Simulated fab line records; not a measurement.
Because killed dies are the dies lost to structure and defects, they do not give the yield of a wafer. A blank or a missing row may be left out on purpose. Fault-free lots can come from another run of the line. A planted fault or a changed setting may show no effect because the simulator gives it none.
fab line records    flow nand_harc
[record] lots = 6  wafers = 18  last_day = 25
route steps=1159 shown A_ZERO_WELL@412 A_SOURCE_PLATE@413 A_ONON_D1@424 END@1159
lots with no fault: from the same line, run without faults
start_h: start of the lot's first displayed wafer, in hours after the record's first day    wait_h: hours elapsed since this lot's preceding step    " repeats the value in the row above    L1.1+2: one row covering several wafers at once    - no value, or no start was given    * or withheld: withheld    < > ~ a bound
route shown NAME@n: NAME is a module with steps in the file, n the number in the route of the first one    usual: mean and standard deviation over wafers with no fault    same: alike in all rows    chamber/n: place in a boat    sites: each site's reading    _std_site: standard deviation across them    _edge_site: inner sites' mean taken away from outer sites' mean    radius_mm: for every site, how far away it sits from the centre of the wafer    mask NAME#n: copy n    behind: the tool/chamber that last shaped the wafer    hold: the reason the lot was held/the length of the hold in hours/how it ended    device: which transistor (n, p or np) failed to switch    end of line: the route-end tests of the same wafers    where a step has no rows: the recipe by itself    killed: dies that structure and defects cost at the first sort, which is not the same as the wafer's yield    map: shows each die of a wafer: x if killed, . if not, _ if none is there
set.NAME: setting as actually run; set.NAME@STEP: the setting as run at that earlier step    model.NAME: the simulator's own value behind a step, which no gauge read
lots at selected steps of the route; one table per step, one row per wafer
services: from which hour (start_h, from the record's first day; less than 0 if before it) a tool's chamber was out of use, for how many hours, and why
[[steps]]
[step NHARC_A_ZERO_WELL_INSPECT_17]
[usual] raw_defect_count = 10/5.3
lot.wafer  tool               chamber  start_h  wait_h  raw_defect_count
L257.2     defect_inspect-02  -        144.71   0.1     8
L257.5     "                  -        "        "       6
L257.6     "                  -        "        "       7
L268.1     defect_inspect-02  -        193.33   0.2     18
L268.4     "                  -        "        "       9
L268.5     "                  -        "        "       10
L269.1     defect_inspect-01  -        212.30   0.2     5
L269.5     "                  -        "        "       11
L269.6     "                  -        "        "       5
L273.2     defect_inspect-01  -        229.71   0.1     5
L273.4     "                  -        "        "       6
L273.5     "                  -        "        "       6
L277.1     defect_inspect-01  -        253.75   0.2     13
L277.5     "                  -        "        "       12
L277.6     "                  -        "        "       18
L280.1     defect_inspect-01  -        282.77   0.2     4
L280.3     "                  -        "        "       5
L280.4     "                  -        "        "       14
[step NHARC_A_SOURCE_PLATE_PRECLEAN_00]
[recipe] time_s = 60  chemistry = HF-LAST
[step NHARC_A_SOURCE_PLATE_SRD_01]
[step NHARC_A_SOURCE_PLATE_OXIDE_02]
[recipe] target_thk_a = 100  temp_c = 900  ox_time_s = 1362  material = SiO2
[step NHARC_A_SOURCE_PLATE_THK_MEAS_09]
[recipe] thk_meas_gauge = ellipsometry
[usual] thk_nm = 9.8/0.98
lot.wafer  tool           chamber  start_h  wait_h  thk_nm
L257.2     film_metro-01  -        155.69   0.4     9.4
L257.5     "              -        "        "       10.3
L257.6     "              -        "        "       10.7
L268.1     film_metro-02  -        198.33   0.4     9.7
L268.4     "              -        "        "       10.4
L268.5     "              -        "        "       8.9
L269.1     film_metro-01  -        222.60   0.4     9.4
L269.5     "              -        "        "       8.6
L269.6     "              -        "        "       10.6
L273.2     film_metro-02  -        236.66   0.4     10.8
L273.4     "              -        "        "       10.5
L273.5     "              -        "        "       10.2
L277.1     film_metro-01  -        258.05   0.4     10.2
L277.5     "              -        "        "       10.6
L277.6     "              -        "        "       9.8
L280.1     film_metro-02  -        291.81   0.4     10.0
L280.3     "              -        "        "       10.7
L280.4     "              -        "        "       9.8
[step NHARC_A_SOURCE_PLATE_PVD_04]
[recipe] target_thk_a = 500  material = WSi2
[step NHARC_A_SOURCE_PLATE_CVD_03]
[recipe] target_thk_a = 2000  temp_c = 620  pressure_mtorr = 200  time_s = 4000  material = poly-Si
[step NHARC_A_SOURCE_PLATE_ANNEAL_05]
[recipe] temp_c = 850  time_s = 1800
[step NHARC_A_SOURCE_PLATE_THK_MEAS_06]
[recipe] thk_meas_gauge = ellipsometry
[usual] thk_nm = 200.1/2.2
lot.wafer  tool           chamber  start_h  wait_h  thk_nm
L257.2     film_metro-02  -        169.05   0.4     199.6
L257.5     "              -        "        "       196.2
L257.6     "              -        "        "       199.0
L268.1     film_metro-01  -        211.60   0.4     197.7
L268.4     "              -        "        "       197.0
L268.5     "              -        "        "       197.1
L269.1     film_metro-02  -        236.29   0.4     199.3
L269.5     "              -        "        "       198.0
L269.6     "              -        "        "       198.6
L273.2     film_metro-01  -        249.82   0.4     200.1
L273.4     "              -        "        "       198.5
L273.5     "              -        "        "       198.0
L277.1     film_metro-01  -        269.69   0.4     203.5
L277.5     "              -        "        "       202.1
L277.6     "              -        "        "       201.9
L280.1     film_metro-02  -        305.94   0.4     199.3
L280.3     "              -        "        "       201.7
L280.4     "              -        "        "       200.8
[step NHARC_A_SOURCE_PLATE_INSPECT_08]
[usual] raw_defect_count = 65/28
lot.wafer  tool               chamber  start_h  wait_h  raw_defect_count
L257.2     defect_inspect-01  -        169.12   0.0     27
L257.5     "                  -        "        "       29
L257.6     "                  -        "        "       28
L268.1     defect_inspect-01  -        211.68   0.1     33
L268.4     "                  -        "        "       56
L268.5     "                  -        "        "       31
L269.1     defect_inspect-02  -        236.35   0.0     57
L269.5     "                  -        "        "       69
L269.6     "                  -        "        "       55
L273.2     defect_inspect-01  -        249.88   0.0     60
L273.4     "                  -        "        "       95
L273.5     "                  -        "        "       27
L277.1     defect_inspect-01  -        269.77   0.0     76
L277.5     "                  -        "        "       79
L277.6     "                  -        "        "       62
L280.1     defect_inspect-01  -        306.00   0.0     45
L280.3     "                  -        "        "       40
L280.4     "                  -        "        "       42
[step NHARC_A_ONON_D1_DEP_00]
[recipe] target_thk_a = 10000  n2_flow_sccm = 2750  n2o_flow_sccm = 2000  nh3_flow_sccm = 500  sih4_flow_sccm = 210  temp_c = 400
[usual] n2_flow_sccm = 2751/8.1  n2o_flow_sccm = 2000/5.5
lot.wafer  tool           chamber  start_h  wait_h  n2_flow_sccm  n2o_flow_sccm
L257.2     pecvd_onon-03  0        169.24   0.1     2758          2004
L257.5     "              0        "        "       2745          2003
L257.6     "              0        "        "       2752          2008
L268.1     pecvd_onon-04  0        211.75   0.1     2756          2001
L268.4     "              0        "        "       2749          1996
L268.5     "              0        "        "       2751          1999
L269.1     pecvd_onon-04  0        236.42   0.1     2755          1994
L269.5     "              0        "        "       2744          1997
L269.6     "              0        "        "       2753          1992
L273.2     pecvd_onon-04  0        250.06   0.2     2749          1997
L273.4     "              0        "        "       2749          2001
L273.5     "              0        "        "       2751          2003
L277.1     pecvd_onon-03  0        270.15   0.4     2750          1997
L277.5     "              0        "        "       2742          1999
L277.6     "              0        "        "       2750          1989
L280.1     pecvd_onon-02  0        306.07   0.1     2742          2007
L280.3     "              0        "        "       2734          2001
L280.4     "              0        "        "       2752          2000
[step NHARC_A_ONON_D1_THK_MEAS_02]
[recipe] thk_meas_gauge = ellipsometry
[usual] thk_nm = 999/9.2
lot.wafer  tool           chamber  start_h  wait_h  thk_nm
L257.2     film_metro-02  -        169.70   -       1003
L257.5     "              -        "        "       1004
L257.6     "              -        "        "       1003
L268.1     film_metro-02  -        212.27   -       1024
L268.4     "              -        "        "       1024
L268.5     "              -        "        "       1026
L269.1     film_metro-02  -        236.93   -       1352
L269.5     "              -        "        "       1352
L269.6     "              -        "        "       1351
L273.2     film_metro-02  -        250.53   -       1348
L273.4     "              -        "        "       1347
L273.5     "              -        "        "       1347
L277.1     film_metro-01  -        270.66   -       991
L277.5     "              -        "        "       993
L277.6     "              -        "        "       992
L280.1     film_metro-02  -        306.57   -       987
L280.3     "              -        "        "       987
L280.4     "              -        "        "       986
[step NHARC_A_ONON_D1_DEP_03]
[recipe] target_thk_a = 10000  n2_flow_sccm = 2750  n2o_flow_sccm = 2000  nh3_flow_sccm = 500  sih4_flow_sccm = 210  temp_c = 400
[step NHARC_END_SORT_01]
[recipe] temp_c = 25
[usual] killed_at_array = 29/11  killed_at_other = 0.5/0.8  killed_at_periphery = 3.5/2.8  killed_dies = 33/12  killed_open = 3.1/1.8  killed_short = 1.8/1.4
[same] gross_dies = 677
lot.wafer  tool       chamber  start_h  wait_h  killed_at_array  killed_at_other  killed_at_periphery  killed_dies  killed_open  killed_short
L257.2     prober-02  0        454.03   2.8     14               0                3                    17           6            2
L257.5     prober-02  0        456.43   3.7     11               0                2                    13           3            2
L257.6     prober-02  0        457.23   4.0     9                0                4                    13           4            3
L269.1     prober-02  0        512.35   2.5     671              1                5                    677          7            4
L269.5     prober-02  0        515.56   3.7     677              0                0                    677          3            4
L269.6     prober-02  0        516.36   4.0     675              1                1                    677          1            0
L273.2     prober-02  0        543.43   2.8     674              0                3                    677          3            4
L273.4     prober-02  0        545.02   3.4     674              0                3                    677          6            4
L273.5     prober-02  0        545.82   3.7     675              0                2                    677          0            2
L277.5     prober-02  0        579.95   3.7     34               3                4                    41           4            2
// killed by level:class
L257.2 A_CONTACT:chamber_film_flake=3 A_CONTACT:geometric_particle:open=2 A_M0:geometric_particle:open=2 A_CHANNEL_HOLE_D1:chamber_film_flake=2 A_STAIRCASE:chamber_film_flake=2 P_CONTACT:geometric_particle:short=1 A_ONON_D1:geometric_particle:open=1 A_ONON_D1:geometric_particle:short=1
L257.5 A_CONTACT:chamber_film_flake=3 P_M1:chamber_film_flake=2 A_CHANNEL_HOLE_D1:chamber_film_flake=2 A_ONON_D1:geometric_particle:short=1 A_CHANNEL_FILL_D1:geometric_particle:short=1 A_WL_FILL:geometric_particle:open=1 A_CONTACT:geometric_particle:open=1 A_M0:geometric_particle:open=1
L257.6 A_CHANNEL_HOLE_D1:chamber_film_flake=3 P_GATE:geometric_particle:short=1 P_M0:geometric_particle:open=1 P_M1:geometric_particle:open=1 A_SGD_CUT:geometric_particle:short=1 A_WL_FILL:geometric_particle:short=1 A_CONTACT:geometric_particle:open=1 A_M0:geometric_particle:open=1
L269.1 A_ONON_D1:area_dep=642 A_SLIT:chamber_film_flake=10 A_CHANNEL_HOLE_D1:chamber_film_flake=4 A_CONTACT:chamber_film_flake=4 A_CONTACT:geometric_particle:open=3 P_GATE:geometric_particle:open=2 P_M2:geometric_particle:open=1 A_ONON_D1:geometric_particle:short=1
L269.5 A_ONON_D1:area_dep=644 A_SLIT:chamber_film_flake=14 A_CHANNEL_HOLE_D1:chamber_film_flake=6 A_STAIRCASE:chamber_film_flake=4 A_CHANNEL_FILL_D1:geometric_particle:short=2 A_ONON_D1:geometric_particle:open=1 A_ONON_D1:geometric_particle:short=1 A_SGD_CUT:geometric_particle:open=1
L269.6 A_ONON_D1:area_dep=635 A_SLIT:chamber_film_flake=19 A_CHANNEL_HOLE_D1:chamber_film_flake=6 A_CONTACT:chamber_film_flake=6 A_STAIRCASE:chamber_film_flake=5 A_M1:chamber_film_flake=4 P_STI:geometric_particle:open=1 THIN_TSV:chamber_film_flake=1
L273.2 A_ONON_D1:area_dep=640 A_CHANNEL_HOLE_D1:chamber_film_flake=17 A_STAIRCASE:chamber_film_flake=5 A_CONTACT:chamber_film_flake=3 A_M0:geometric_particle:short=2 A_CHANNEL_FILL_D1:chamber_film_flake=2 A_SLIT:chamber_film_flake=2 P_GATE:geometric_particle:open=1
L273.4 A_ONON_D1:area_dep=641 A_CHANNEL_HOLE_D1:chamber_film_flake=19 A_ONON_D1:geometric_particle:short=2 A_M0:geometric_particle:open=2 A_CONTACT:chamber_film_flake=2 P_CONTACT:geometric_particle:open=1 A_ONON_D1:geometric_particle:open=1 A_CHANNEL_FILL_D1:geometric_particle:short=1
L273.5 A_ONON_D1:area_dep=642 A_CHANNEL_HOLE_D1:chamber_film_flake=15 A_CONTACT:chamber_film_flake=7 A_SLIT:chamber_film_flake=4 A_STAIRCASE:chamber_film_flake=3 A_CHANNEL_FILL_D1:chamber_film_flake=2 P_M2:geometric_particle:short=1 A_CHANNEL_HOLE_D1:geometric_particle:short=1
L277.5 A_SLIT:chamber_film_flake=19 A_CONTACT:chamber_film_flake=4 A_CHANNEL_HOLE_D1:chamber_film_flake=3 THIN_TSV:chamber_film_flake=3 A_WL_FILL:geometric_particle:open=2 P_STI:chamber_film_flake=2 A_ONON_D1:geometric_particle:short=1 A_CHANNEL_HOLE_D1:geometric_particle:open=1
// map L269.1 (x killed, . not)
____________x____________
_________xxxxxxx_________
_______xxxxxxxxxxx_______
______xxxxxxxxxxxxx______
_____xxxxxxxxxxxxxxx_____
____xxxxxxxxxxxxxxxxx____
____xxxxxxxxxxxxxxxxx____
___xxxxxxxxxxxxxxxxxxx___
___xxxxxxxxxxxxxxxxxxx___
__xxxxxxxxxxxxxxxxxxxxx__
__xxxxxxxxxxxxxxxxxxxxx__
_xxxxxxxxxxxxxxxxxxxxxxx_
_xxxxxxxxxxxxxxxxxxxxxxx_
_xxxxxxxxxxxxxxxxxxxxxxx_
_xxxxxxxxxxxxxxxxxxxxxxx_
_xxxxxxxxxxxxxxxxxxxxxxx_
xxxxxxxxxxxxxxxxxxxxxxxxx
xxxxxxxxxxxxxxxxxxxxxxxxx
xxxxxxxxxxxxxxxxxxxxxxxxx
xxxxxxxxxxxxxxxxxxxxxxxxx
xxxxxxxxxxxxxxxxxxxxxxxxx
_xxxxxxxxxxxxxxxxxxxxxxx_
_xxxxxxxxxxxxxxxxxxxxxxx_
_xxxxxxxxxxxxxxxxxxxxxxx_
_xxxxxxxxxxxxxxxxxxxxxxx_
_xxxxxxxxxxxxxxxxxxxxxxx_
__xxxxxxxxxxxxxxxxxxxxx__
__xxxxxxxxxxxxxxxxxxxxx__
___xxxxxxxxxxxxxxxxxxx___
___xxxxxxxxxxxxxxxxxxx___
____xxxxxxxxxxxxxxxxx____
____xxxxxxxxxxxxxxxxx____
_____xxxxxxxxxxxxxxx_____
______xxxxxxxxxxxxx______
_______xxxxxxxxxxx_______
_________xxxxxxx_________
____________x____________
// map L273.2 (x killed, . not)
____________x____________
_________xxxxxxx_________
_______xxxxxxxxxxx_______
______xxxxxxxxxxxxx______
_____xxxxxxxxxxxxxxx_____
____xxxxxxxxxxxxxxxxx____
____xxxxxxxxxxxxxxxxx____
___xxxxxxxxxxxxxxxxxxx___
___xxxxxxxxxxxxxxxxxxx___
__xxxxxxxxxxxxxxxxxxxxx__
__xxxxxxxxxxxxxxxxxxxxx__
_xxxxxxxxxxxxxxxxxxxxxxx_
_xxxxxxxxxxxxxxxxxxxxxxx_
_xxxxxxxxxxxxxxxxxxxxxxx_
_xxxxxxxxxxxxxxxxxxxxxxx_
_xxxxxxxxxxxxxxxxxxxxxxx_
xxxxxxxxxxxxxxxxxxxxxxxxx
xxxxxxxxxxxxxxxxxxxxxxxxx
xxxxxxxxxxxxxxxxxxxxxxxxx
xxxxxxxxxxxxxxxxxxxxxxxxx
xxxxxxxxxxxxxxxxxxxxxxxxx
_xxxxxxxxxxxxxxxxxxxxxxx_
_xxxxxxxxxxxxxxxxxxxxxxx_
_xxxxxxxxxxxxxxxxxxxxxxx_
_xxxxxxxxxxxxxxxxxxxxxxx_
_xxxxxxxxxxxxxxxxxxxxxxx_
__xxxxxxxxxxxxxxxxxxxxx__
__xxxxxxxxxxxxxxxxxxxxx__
___xxxxxxxxxxxxxxxxxxx___
___xxxxxxxxxxxxxxxxxxx___
____xxxxxxxxxxxxxxxxx____
____xxxxxxxxxxxxxxxxx____
_____xxxxxxxxxxxxxxx_____
______xxxxxxxxxxxxx______
_______xxxxxxxxxxx_______
_________xxxxxxx_________
____________x____________
[[services]]
tool           chamber  start_h  hours  kind
pecvd_onon-03  -        153.00   13.0   pm
pecvd_onon-04  -        220.87   1.0    repair
pecvd_onon-04  -        237.00   13.0   pm
pecvd_onon-02  -        289.71   1.1    repair
pecvd_onon-02  -        292.21   13.0   pm
[[key]]
[first_sign] step = NHARC_A_ONON_D1_THK_MEAS_02  reading = thk_nm  direction = up  sigmas = 38  usual = 999  struck = 1349
[effect] step = NHARC_END_SORT_01  reading = killed_at_array  direction = up  sigmas = 57  usual = 29  struck = 674
[more_kills_born_at] NHARC_A_ONON_D1_DEP_00@pecvd_onon-04 = 3844
met_at NHARC_A_ONON_D1_DEP_00
struck_wafers L269.1,L269.5,L269.6,L273.2,L273.4,L273.5
later_rows_left_out L269.1,L269.5,L269.6,L273.2,L273.4,L273.5
tester_left_out L269,L273
onset_between 211.75 236.42
[fault] kind = process_parameter_drift  tool = pecvd_onon-04  chamber = -  onset_h = 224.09  steps = NHARC_A_ONON_D1_DEP_00  channel = target_thk_a  offset = *  shape = step  end_h = 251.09  acts_in = *  stated = *
// tester_left_out: of these lots the tester's yield and bins aren't shown, on N5 and GAA mostly nor the transistor test; their killed dies are dies lost to structure and defects alone, not to doping, threshold or leakage, so they don't give the yield
// later_rows_left_out: the simulator's readings of these wafers behind a module that went badly wrong aren't trusted and aren't shown, but for the sort
